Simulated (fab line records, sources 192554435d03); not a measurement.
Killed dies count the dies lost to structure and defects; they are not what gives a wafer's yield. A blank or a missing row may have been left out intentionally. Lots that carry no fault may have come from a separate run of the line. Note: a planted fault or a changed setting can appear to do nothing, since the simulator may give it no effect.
Split-lot trial -- flow n5Finfet -- 21 wafers read across 7 lots, on a route 1938 steps long

## THE SPLIT ITSELF
At N5_BEOL_M3_HM_DEP_02 (deposits TiN, target thk 20 nm), the setting targetThkA was moved away from the recipe's 200 angstrom on 5 of the 21 wafers read, by -12.7% to +3.8%. All remaining wafers had this setting at the recipe value.

## FROM THE SPLIT TO THE READING: what the file shows between them, 14 steps
- N5_BEOL_M3_COAT_62: time 60 s, resist thk 12 nm (also split here: spinRpm)
- N5_BEOL_M3_COAT_73: time 60 s, resist thk 5 nm
- N5_BEOL_M3_COAT_05: resist thk 30 nm
- N5_BEOL_M3_DESCUM_16: chemistry O2, time 7 s
- N5_BEOL_M3_ETCH_74: etches underlayer in N2/H2, target depth 6.5 nm, time 5.2 s
- N5_BEOL_M3_ETCH_63: etches SiARC in CF4, target depth 15.6 nm, time 26 s
- N5_BEOL_M3_ETCH_64: etches SOC in N2/H2, target depth 75 nm, overetch 15 nm, time 112.5 s
- N5_BEOL_M3_STRIP_65: strips in N2/H2
- N5_BEOL_M3_STRIP_75: strips in N2/H2
- N5_BEOL_M3_STRIP_66: strips in CF4
- N5_BEOL_M3_HM_OPEN_17: chemistry Cl2/BCl3, target TiN, target depth 20 nm, overetch 6 nm
- N5_BEOL_M3_STRIP_19: strips in O2
- N5_BEOL_M3_STRIP_83: strips in C4F6/O2
- N5_BEOL_M3_STRIP_36: strips in N2/H2

## THE READING
TiN_of_BEOL_M3_HM_DEP_02.thkNm (the simulator's own value, which no gauge read), in nm, at N5_BEOL_M3_TRENCH_ETCH_37 (etches SiOC in C4F6/O2, target depth 55.555 nm, time 29.2 s). No usual value for it is given in the file. Across the 16 wafers here that went through the recipe, the average is 17.7 nm and the standard deviation 0.17 nm.

wafer,"tool, chamber at the split","targetThkA as run, angstrom",against the recipe,"TiN_of_BEOL_M3_HM_DEP_02.thkNm, nm",against lot-mates on the recipe
L074.1,"pvdSputter-01, -",200,recipe,17.8,-
L074.3,"pvdSputter-01, -",200,recipe,17.8,-
L074.6,"pvdSputter-01, -",200,recipe,17.8,-
L076.2,"pvdSputter-02, -",200,recipe,17.8,-
L076.3,"pvdSputter-02, -",200,recipe,17.8,-
L076.4,"pvdSputter-02, -",200,recipe,17.8,-
L078.4,"pvdSputter-03, -",200,recipe,17.6,-
L078.5,"pvdSputter-03, -",174.7,-12.7%,15.2,-2.4
L078.6,"pvdSputter-03, -",174.7,-12.7%,15.2,-2.4
L082.2,"pvdSputter-01, -",200,recipe,17.8,-
L082.4,"pvdSputter-01, -",207.5,+3.8%,18.6,+0.8
L082.6,"pvdSputter-01, -",207.5,+3.8%,18.8,+1.0
L084.2,"pvdSputter-01, -",200,recipe,17.6,-
L084.4,"pvdSputter-01, -",200,recipe,17.6,-
L084.6,"pvdSputter-01, -",200,recipe,17.4,-
L085.3,"pvdSputter-03, -",200,recipe,17.6,-
L085.4,"pvdSputter-03, -",200,recipe,17.4,-
L085.5,"pvdSputter-03, -",200,recipe,17.4,-
L093.1,"pvdSputter-02, -",200,recipe,17.8,-
L093.4,"pvdSputter-02, -",200,recipe,18,-
L093.6,"pvdSputter-02, -",184.5,-7.8%,16.4,-1.5

THE FIT
A straight line over all 21 wafers: TiN_of_BEOL_M3_HM_DEP_02.thkNm changes by +0.2 nm for each +1% of targetThkA; r = +0.98; the points scatter about the line by 0.19 nm.
The same after taking each lot's own level away (the mean of its wafers on the recipe; 21 wafers): +0.195 nm for each +1%; r = +0.99; scatter 0.088 nm.
On that fit, the largest move of targetThkA shifts the reading by 2.5 nm.
The lots' own levels span 17.47 to 17.90 nm, that is 2.5 times the standard deviation above.
So the lot-to-lot level changes the slope little: the two slopes agree.
Check: -2.48 nm against its lot-mates is what the line predicts for one of the wafers moved furthest among these (-12.7%) when that wafer is left out of the fit. It came out at -2.4 nm against them.

## ADDITIONAL SPLITS CARRIED BY THESE WAFERS
Note: prior to the reading, these wafers also went through further splits. Each is held against what the fit with the lots' levels taken away leaves over:
other split on the same wafers,wafers away from the commonest value,r with TiN_of_BEOL_M3_HM_DEP_02.thkNm (lot level and that fit taken away)
N5_BEOL_M0_SAQP_COAT_34 spinRpm,2,-0.17
N5_BEOL_M0_ETCH_138 sourceW,9,+0.06
N5_BEOL_M2_ILD_DEP_00 timeS,4,+0.01
N5_BEOL_M3_COAT_62 spinRpm,6,+0.04

## THE WHOLE CHAIN: every reading that the file lists as answering this split, in the file's order
step,what it does,reading,change (the file's fit),r (the file's)
N5_BEOL_M3_HM_DEP_02,"deposits TiN, target thk 20 nm","TiN_of_BEOL_M3_HM_DEP_02.thkNm (the simulator's own value, which no gauge read)",+0.195 nm for each +1% of the setting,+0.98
N5_BEOL_M3_HM_OPEN_17,"chemistry Cl2/BCl3, target TiN, target depth 20 nm, overetch 6 nm","etch.depthNm (the simulator's own value, which no gauge read)",+0.198 nm for each +1% of the setting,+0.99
N5_BEOL_M3_TRENCH_ETCH_37,"etches SiOC in C4F6/O2, target depth 55.555 nm, time 29.2 s","TiN_of_BEOL_M3_HM_DEP_02.thkNm (the simulator's own value, which no gauge read)",+0.194 nm for each +1% of the setting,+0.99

## FILE'S OWN FIT
TiN_of_BEOL_M3_HM_DEP_02.thkNm changes by +0.194 nm for each +1% of targetThkA, r = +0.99.
